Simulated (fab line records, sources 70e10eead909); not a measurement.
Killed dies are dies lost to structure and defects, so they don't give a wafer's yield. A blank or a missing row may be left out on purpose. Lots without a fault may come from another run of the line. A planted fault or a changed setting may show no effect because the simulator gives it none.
Chamber matching | flow nand_harc | NHARC_A_M1_CMP_23 on cmp-04: 4 sister chambers
The step polishes, t overpolish 20 s, target thk 154.34 nm. 16 wafers are shown with their chamber, then 8 later ones without.

WAFERS WITH THEIR CHAMBER
wafer  | chamber | motor_current_A (A) | time_to_endpoint_s (s)
L075.1 | 0       | 11.0                | 25.1
L075.3 | 2       | 12.1                | 24.4
L075.4 | 3       | 13.3                | 24.0
L076.2 | 1       | 10.9                | 24.4
L076.4 | 3       | 13.6                | 28.7
L076.5 | 3       | 13.5                | 26.8
L078.1 | 0       | 10.9                | 26.9
L078.3 | 1       | 10.5                | 25.3
L078.5 | 3       | 13.3                | 30.7
L084.3 | 1       | 11.6                | 30.0
L084.4 | 2       | 12.3                | 27.8
L084.5 | 0       | 11.1                | 30.0
L083.1 | 1       | 11.6                | 27.1
L083.2 | 3       | 13.6                | 30.4
L083.4 | 0       | 11.1                | 29.4
L079.1 | 0       | 11.1                | 26.8

SIGNATURES (means of the wafers above)
reading            | chamber 0 | chamber 1 | chamber 2 | chamber 3 | scatter within a chamber
motor_current_A    | 11.040    | 11.150    | 12.200    | 13.460    | 0.294
time_to_endpoint_s | 27.640    | 26.700    | 26.100    | 28.120    | 2.44
Rule: a wafer's distance from a chamber is the root of the sum, over the readings, of the square of ((its reading less the chamber's mean) divided by the reading's scatter). The wafer belongs to the nearest chamber; if the next one is less than 2 further off, it can't be placed. The scatter: the root of (the sum of the squares of (reading less its chamber's mean) over the shown wafers, divided by (wafers less chambers)).

WAFERS WITHOUT THEIR CHAMBER
wafer  | motor_current_A (A) | time_to_endpoint_s (s)
L079.3 | 12.0                | 25.5
L079.5 | 10.7                | 27.9
L089.4 | 11.9                | 28.2
L089.5 | 14.2                | 29.2
L089.6 | 10.9                | 28.9
L096.3 | 12.4                | 27.7
L096.5 | 11.5                | 27.9
L096.6 | 10.6                | 29.2

WHICH CHAMBER EACH WENT THROUGH
wafer  | from the rows above          | in truth
L079.3 | 2                            | 2
L079.5 | can't be placed: 0 or 1      | 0
L089.4 | can't be placed: 2 or 1 or 0 | 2
L089.5 | 3                            | 3
L089.6 | can't be placed: 0 or 1      | 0
L096.3 | 2                            | 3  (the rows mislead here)
L096.5 | can't be placed: 1 or 0 or 2 | 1
L096.6 | can't be placed: 0 or 1      | 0
Placed correctly: 2 of 8. Can't be placed from these rows: 5 (the true chamber is among the candidates in 5). Placed wrongly: 1.
